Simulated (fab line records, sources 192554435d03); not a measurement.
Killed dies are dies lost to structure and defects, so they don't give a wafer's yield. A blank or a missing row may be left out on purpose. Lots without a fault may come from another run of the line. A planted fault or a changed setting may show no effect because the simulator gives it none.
Chamber matching | flow n5_finfet | N5_FIN_SAQP_ETCH_65 on rie_si-03: 4 sister chambers
The step etches SiO2 in CF4, target depth 4 nm, time 4.4 s. 4 wafers are shown with their chamber, then 9 later ones without.

WAFERS WITH THEIR CHAMBER
wafer  | chamber | drypump_motor_current_A (A)
L082.6 | 0       | 5.8
L093.3 | 3       | 4.8
L093.4 | 1       | 5.9
L093.6 | 2       | 5.8

WAFERS WITHOUT THEIR CHAMBER
wafer  | drypump_motor_current_A (A)
L094.1 | 5.8
L094.2 | 5.9
L094.6 | 5.7
L096.2 | 5.8
L096.4 | 4.8
L096.5 | 5.8
L097.1 | 5.8
L097.2 | 4.8
L097.5 | 4.8

WHICH CHAMBER EACH WENT THROUGH
wafer  | from the rows above     | in truth
L094.1 | can't be placed: 0 or 2 | 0
L094.2 | 1                       | 1
L094.6 | can't be placed: 0 or 2 | 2
L096.2 | can't be placed: 0 or 2 | 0
L096.4 | 3                       | 3
L096.5 | can't be placed: 0 or 2 | 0
L097.1 | can't be placed: 0 or 2 | 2
L097.2 | 3                       | 3
L097.5 | 3                       | 3
Placed correctly: 4 of 9. Can't be placed from these rows: 5 (the true chamber is among the candidates in 5). Placed wrongly: 0.
How it was worked out, from the rows above alone: a wafer's distance from a chamber is the root of the sum, over the readings, of the square of ((its reading less the chamber's mean) divided by the reading's scatter). The wafer belongs to the nearest chamber; if the next one is less than 2 further off, it can't be placed. A chamber's mean is the mean of its shown wafers. The scatter: with one shown wafer a chamber, the root of the mean of the squares of how far each hidden wafer lies from its nearest shown one.
